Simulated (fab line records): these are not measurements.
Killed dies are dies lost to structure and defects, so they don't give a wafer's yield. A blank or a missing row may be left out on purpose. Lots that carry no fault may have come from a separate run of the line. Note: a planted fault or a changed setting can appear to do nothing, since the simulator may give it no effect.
Struck lot and sound lot, side by side / flow nandHarc / 20 steps out of a route of 1302
Sound: the wafers L709.1, L709.3, L709.6. Struck: wafer L711.5 (left out: L711.1, a lot-mate that was not struck); the cause follows at the end.
At each step with rows: each side's tool, then ch and its chambers, then its first start. Under that, the readings that differ: sound wafers / struck wafers / difference of the means / sigmas: that difference in standard deviations of wafers without a fault.
alike: readings whose means differ by less than 2 such deviations, and words and numbers that are the same on both sides. not compared: withheld readings, readings that some wafer has no value for, bounds like >300 that may hide the same value, and numbers for which the record gives no deviation and whose values overlap.
Wherever a step has rows on one side only, a row that says differs or no value, or a row with sigmas, the two part there. When numbers do not overlap yet have no deviation, they are printed without sigmas and do not part them. Lack of a reading on every wafer of one side parts them only where that side has two or more wafers.

first, 1 step without rows for these wafers: NHARC_A_CONTACT_SRD_22.
NHARC_A_CONTACT_INSPECT_23:
  sound: defectInspect-02 at day 27 02:11; struck: defectInspect-01 at day 27 11:20
  alike: rawDefectCount
then, 9 steps without rows for these wafers: NHARC_A_BLC_DEHYDRATE_00 (time 120 s); NHARC_A_BLC_HMDS_01 (time 30 s); NHARC_A_BLC_COAT_02 (time 75 s); NHARC_A_BLC_COAT_03 (time 65 s); NHARC_A_BLC_COAT_04 (resist thk 90 nm); NHARC_A_BLC_SOFTBAKE_05 (time 55 s); NHARC_A_BLC_EBR_06; NHARC_A_BLC_EXPOSE_07 (exposes mask A BLC, target cd 100 nm); NHARC_A_BLC_PEB_08 (peb time 65 s).
NHARC_A_BLC_DEVELOP_09: develop time 35 s.
  sound on lithoTrack-06 ch 0, day 27 02:00; struck on lithoTrack-01 ch 0, day 27 11:00
  alike: resistLineTempC
NHARC_A_BLC_CD_MEAS_10: target cd 100 nm.
  sound on cdSem-01 ch 0, day 27 02:42; struck on cdSem-01 ch 0, day 27 11:52
reading=cdNm (nm); sound=99.3 99.8 100.2; struck=97.3; difference=-2.5; sigmas=-4
NHARC_A_BLC_OVL_MEAS_11:
  sound: overlay-02 at day 27 02:47; struck: overlay-01 at day 27 11:57
  alike: overlayXNm, overlayYNm
NHARC_A_BLC_INSPECT_12:
  sound: defectInspect-01 at day 27 02:49; struck: defectInspect-01 at day 27 11:59
  alike: rawDefectCount
NHARC_A_BLC_DESCUM_15: chemistry O2, time 3 s.
  sound on rieDiel-09 ch 1,3, day 27 02:53; struck on rieDiel-08 ch 0, day 27 12:05
reading=drypumpMotorCurrentA (A); sound=6.8 6.2 6.1; struck=4.9; difference=-1.5; sigmas=-4
reading=oesProductAu (a.u.); sound=1.001 0.983 0.985; struck=1.009; difference=+0.019; sigmas=+2
reading=model.A_BLC.cdNm (nm); sound=98.91 100 100.8; struck=97.42; difference=-2.48; sigmas=
  alike: rfVppV, showerheadPlenumPTorr, throttleValvePct
  not compared: rfHoursCounterH
NHARC_A_BLC_ETCH_16: etches the open film in CF4, target depth 39 nm, time 65 s.
  sound on rieDiel-09 ch 0,1,2, day 27 02:58; struck on rieDiel-08 ch 3, day 27 12:08
reading=showerheadPlenumPTorr (Torr); sound=1.87 1.79 1.84; struck=1.68; difference=-0.15; sigmas=-3
  alike: drypumpMotorCurrentA, oesProductAu, rfVppV, throttleValvePct
  not compared: rfHoursCounterH
NHARC_A_BLC_ETCH_17: etches the open film in N2/H2, target depth 390 nm, time 609.38 s.
  sound: rieDiel-09 ch 0,1,3; struck: rieDiel-08 ch 2
reading=showerheadPlenumPTorr (Torr); sound=2.13 2.07 2.01; struck=1.90; difference=-0.17; sigmas=-2
  alike: drypumpMotorCurrentA, oesProductAu, rfVppV, throttleValvePct
  not compared: rfHoursCounterH
NHARC_A_BLC_ETCH_18: etches the open film in C4F8/O2/Ar, target depth 910 nm.
  sound: rieDiel-09 ch 0,2,3; struck: rieDiel-08 ch 1
reading=oesProductAu (a.u.); sound=0.978 0.974 0.958; struck=0.923; difference=-0.047; sigmas=-2
  alike: rfVppV
  not compared: rfHoursCounterH, model.A_BLC.cdNm
NHARC_A_BLC_CD_MEAS_19:
  sound: cdSem-02 at day 27 03:51; struck: cdSem-03 at day 27 13:03
  alike: cdNm

== WHERE THEY PART ==
At NHARC_A_BLC_CD_MEAS_10 first; at NHARC_A_BLC_ETCH_18 last (within this record only). Later steps at which nothing parts them and some readings are alike: NHARC_A_BLC_CD_MEAS_19.

WHY: whatever the simulator had introduced
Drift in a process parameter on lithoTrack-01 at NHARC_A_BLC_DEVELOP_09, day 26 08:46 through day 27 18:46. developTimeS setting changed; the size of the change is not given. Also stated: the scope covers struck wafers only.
